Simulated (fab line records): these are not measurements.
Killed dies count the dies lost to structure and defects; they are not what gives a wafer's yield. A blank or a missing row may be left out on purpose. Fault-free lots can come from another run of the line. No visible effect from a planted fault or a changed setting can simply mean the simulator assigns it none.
Struck lot and sound lot, side by side	flow nandHarc	19 out of 1302 route steps
Sound: wafers L616.4, L616.5, L616.6. Wafers struck: L609.1, L609.2, L609.4. Last of all comes the cause.
Each step with rows lists, per side, the tool, then ch with its chambers, then its first start. Under that, the readings that differ: sound wafers	struck wafers	difference of the means	sigmas: that difference in standard deviations of wafers without a fault.
alike: readings whose means differ by less than 2 such deviations, and words and numbers that are the same on both sides. not compared: withheld readings, readings that some wafer has no value for, bounds like >300 that may hide the same value, and numbers for which the record gives no deviation and whose values overlap.
The two part at a step that has a row with sigmas, a row that says differs or no value, or rows on one side only. Numbers that don't overlap but have no deviation are shown without sigmas and don't part them. A reading that every wafer of one side lacks parts them only if that side has two wafers or more.

NHARC_A_ONON_D1_INSPECT_32:
  sound: defectInspect-02 at day 16 10:45; struck: defectInspect-02 at day 13 13:07
  alike: rawDefectCount
NHARC_A_CHANNEL_HOLE_D1_DEP_00: deposits aC, target thk 3100 nm.
  sound on aclDep-03 ch 0, day 16 14:02; struck on aclDep-01 ch 0, day 13 17:43
  alike: throttleValvePct
NHARC_A_CHANNEL_HOLE_D1_DEP_01: deposits SiON, target thk 140 nm.
  sound on pecvd-02 ch 0,1,2, day 16 15:06; struck on pecvd-02 ch 0,1, day 13 19:37
  alike: chamberPressureTorr, heaterPowerOuterW, heaterPowerW
  not compared: sinceWetCleanH
then, 8 steps without rows for these wafers: NHARC_A_CHANNEL_HOLE_D1_DEHYDRATE_02 (time 120 s); NHARC_A_CHANNEL_HOLE_D1_HMDS_03 (time 30 s); NHARC_A_CHANNEL_HOLE_D1_COAT_36 (time 75 s); NHARC_A_CHANNEL_HOLE_D1_COAT_37 (time 65 s); NHARC_A_CHANNEL_HOLE_D1_COAT_04 (resist thk 90 nm); NHARC_A_CHANNEL_HOLE_D1_SOFTBAKE_05 (time 55 s); NHARC_A_CHANNEL_HOLE_D1_EBR_06; NHARC_A_CHANNEL_HOLE_D1_EXPOSE_07 (exposes mask HOLE D1, target cd 100 nm).
NHARC_A_CHANNEL_HOLE_D1_PEB_08: peb time 65 s.
  sound on lithoTrack-01 ch 0, day 16 15:32; struck on lithoTrack-01 ch 0, day 13 20:16
reading	sound	struck	difference	sigmas
heaterPowerTotalW (W)	157.2 155.9 155.9	158.1 158.2 157.4	+1.6	+4
plateTempC (C)	100.06 100.01 100.00	100.50 100.52 100.55	+0.50	+4
then, 1 step without rows for these wafers: NHARC_A_CHANNEL_HOLE_D1_DEVELOP_09 (develop time 35 s).
NHARC_A_CHANNEL_HOLE_D1_CD_MEAS_10: the cd target is 100 nm.
  sound on cdSem-03 ch 0, day 16 15:37; struck on cdSem-02 ch 0, day 13 20:20
reading	sound	struck	difference	sigmas
cdNm (nm)	99.3 98.8 100.3	101.0 101.8 101.2	+1.9	+3
NHARC_A_CHANNEL_HOLE_D1_OVL_MEAS_11:
  sound: overlay-01 at day 16 15:42; struck: overlay-02 at day 13 20:26
  alike: overlayXNm, overlayYNm
NHARC_A_CHANNEL_HOLE_D1_INSPECT_12:
  sound: defectInspect-02 at day 16 15:44; struck: defectInspect-01 at day 13 20:28
  alike: rawDefectCount
NHARC_A_CHANNEL_HOLE_D1_DESCUM_15: chemistry O2, time 3 s.
  sound on rieDiel-06 ch 1,2, day 16 15:48; struck on rieDiel-03 ch 0,2,3, day 13 20:35
reading	sound	struck	difference	sigmas
model.A_CHANNEL_HOLE_D1.cdNm (nm)	98.54 99.58 99.31	101.2 101.2 101.1	+2.0	
  alike: drypumpMotorCurrentA, oesProductAu, rfVppV, showerheadPlenumPTorr, throttleValvePct
  not compared: rfHoursCounterH
NHARC_A_CHANNEL_HOLE_D1_ETCH_38: etches the open film in CF4, target depth 39 nm, time 65 s.
  sound on rieDiel-06 ch 0,3, day 16 15:53; struck on rieDiel-03 ch 0,1,2, day 13 20:41
reading	sound	struck	difference	sigmas
model.A_CHANNEL_HOLE_D1.cdNm (nm)	98.69 99.24 99.69	101.3 101.4 101.6	+2.2	
  alike: biasW, drypumpMotorCurrentA, oesProductAu, rfVppV, showerheadPlenumPTorr, throttleValvePct
  not compared: rfHoursCounterH
NHARC_A_CHANNEL_HOLE_D1_ETCH_39: etches the open film in N2/H2, target depth 260 nm, time 325 s.
  sound: rieDiel-06 ch 0,2,3; struck: rieDiel-03 ch 1,2,3
  alike: biasW, drypumpMotorCurrentA, n2FlowSccm, oesProductAu, rfVppV, showerheadPlenumPTorr, throttleValvePct
  not compared: rfHoursCounterH

WHERE THEY PART
At NHARC_A_CHANNEL_HOLE_D1_PEB_08 first; at NHARC_A_CHANNEL_HOLE_D1_CD_MEAS_10 last (within this record only). Later steps at which nothing parts them and some readings are alike: NHARC_A_CHANNEL_HOLE_D1_OVL_MEAS_11, NHARC_A_CHANNEL_HOLE_D1_INSPECT_12, NHARC_A_CHANNEL_HOLE_D1_DESCUM_15, NHARC_A_CHANNEL_HOLE_D1_ETCH_38, NHARC_A_CHANNEL_HOLE_D1_ETCH_39.

WHY: whatever the simulator had introduced
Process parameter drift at NHARC_A_CHANNEL_HOLE_D1_PEB_08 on lithoTrack-01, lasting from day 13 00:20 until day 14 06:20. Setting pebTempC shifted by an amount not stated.
